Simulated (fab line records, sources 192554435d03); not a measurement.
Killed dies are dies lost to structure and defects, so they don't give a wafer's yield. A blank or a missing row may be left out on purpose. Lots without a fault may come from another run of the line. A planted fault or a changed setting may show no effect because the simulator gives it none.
Split-lot experiment | flow n5_finfet | 7 lots, 21 wafers read, on a route of 1938 steps

THE SPLIT
At N5_MOL_CONTACT_COAG_CVD_140 (deposits W, target thk 66.5 nm, time 215 s), the setting target_thk_a was moved away from the recipe's 665 angstrom on 6 of the 21 wafers read, by -11.1% to +8.5%. The other wafers ran this setting at the recipe's value.

The reading is taken at the split's own step.

THE READING
W_of_MOL_CONTACT_COAG_CVD_140.thk_nm (the simulator's own value, which no gauge read), in nm, at N5_MOL_CONTACT_COAG_CVD_140 (deposits W, target thk 66.5 nm, time 215 s). The file gives no usual value for it. The 15 wafers here that ran the recipe average 66.2 nm, standard deviation 0.58 nm.

wafer  | tool, chamber at the split | target_thk_a as run, angstrom | against the recipe | W_of_MOL_CONTACT_COAG_CVD_140.thk_nm, nm | against lot-mates on the recipe
L074.2 | cvd_w-01, 0                | 591.5                         | -11.1%             | 58.4                                     | -6.8
L074.3 | cvd_w-01, 1                | 665                           | recipe             | 65.2                                     | -
L074.4 | cvd_w-01, 0                | 591.5                         | -11.1%             | 57.8                                     | -7.4
L078.2 | cvd_w-02, 0                | 665                           | recipe             | 66.6                                     | -
L078.3 | cvd_w-02, 0                | 665                           | recipe             | 67.4                                     | -
L078.5 | cvd_w-02, 1                | 721.3                         | +8.5%              | 72.4                                     | +5.4
L081.1 | cvd_w-02, 0                | 665                           | recipe             | 66.2                                     | -
L081.3 | cvd_w-02, 1                | 597.1                         | -10.2%             | 60                                       | -6.1
L081.4 | cvd_w-02, 0                | 665                           | recipe             | 66                                       | -
L084.1 | cvd_w-02, 0                | 665                           | recipe             | 66.6                                     | -
L084.2 | cvd_w-02, 1                | 665                           | recipe             | 66.4                                     | -
L084.6 | cvd_w-02, 0                | 665                           | recipe             | 66.8                                     | -
L089.2 | cvd_w-01, 0                | 665                           | recipe             | 65.6                                     | -
L089.4 | cvd_w-01, 0                | 665                           | recipe             | 66                                       | -
L089.6 | cvd_w-01, 0                | 665                           | recipe             | 65.4                                     | -
L091.2 | cvd_w-01, 0                | 606.4                         | -8.8%              | 60.2                                     | -5.8
L091.3 | cvd_w-01, 0                | 606.4                         | -8.8%              | 60                                       | -6.0
L091.5 | cvd_w-01, 0                | 665                           | recipe             | 66                                       | -
L097.1 | cvd_w-01, 0                | 665                           | recipe             | 66.4                                     | -
L097.5 | cvd_w-01, 0                | 665                           | recipe             | 66.4                                     | -
L097.4 | cvd_w-01, 0                | 665                           | recipe             | 65.4                                     | -

THE FIT
A straight line over all 21 wafers: W_of_MOL_CONTACT_COAG_CVD_140.thk_nm changes by +0.699 nm for each +1% of target_thk_a; r = +0.99; the points scatter about the line by 0.58 nm.
The same after taking each lot's own level away (the mean of its wafers on the recipe; 21 wafers): +0.641 nm for each +1%; r = +1.00; scatter 0.31 nm.
On that fit, the largest move of target_thk_a shifts the reading by 7.1 nm.
The lots' own levels span 65.20 to 67.00 nm, that is 3.1 times the standard deviation above.
So the lot-to-lot level changes the slope little: the two slopes agree.
Check: with one of the wafers moved furthest among these (-11.1%) left out of the fit, the line predicts -7.16 nm for it against its lot-mates. It came out at -6.8 nm against them.

OTHER SPLITS ON THESE WAFERS
These wafers also went through other splits before the reading. Each is held against what the fit with the lots' levels taken away leaves over:
other split on the same wafers        | wafers away from the commonest value | r with W_of_MOL_CONTACT_COAG_CVD_140.thk_nm (lot level and that fit taken away)
N5_DUMMY_GATE_EXPOSE_12 dose_mj       | 10                                   | +0.01
N5_SD_EPI_P_COAT_35 spin_rpm          | 7                                    | -0.29
N5_SDB_COAT_04 spin_rpm               | 9                                    | +0.12
N5_SDB_EXPOSE_08 dose_mj              | 9                                    | -0.28
N5_HKMG_FIN_PEB_10 peb_time_s         | 7                                    | -0.11
N5_MOL_CONTACT_COAG_ALD_27 ald_cycles | 5                                    | -0.14

THE FILE'S OWN FIT
W_of_MOL_CONTACT_COAG_CVD_140.thk_nm changes by +0.635 nm for each +1% of target_thk_a, r = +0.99.
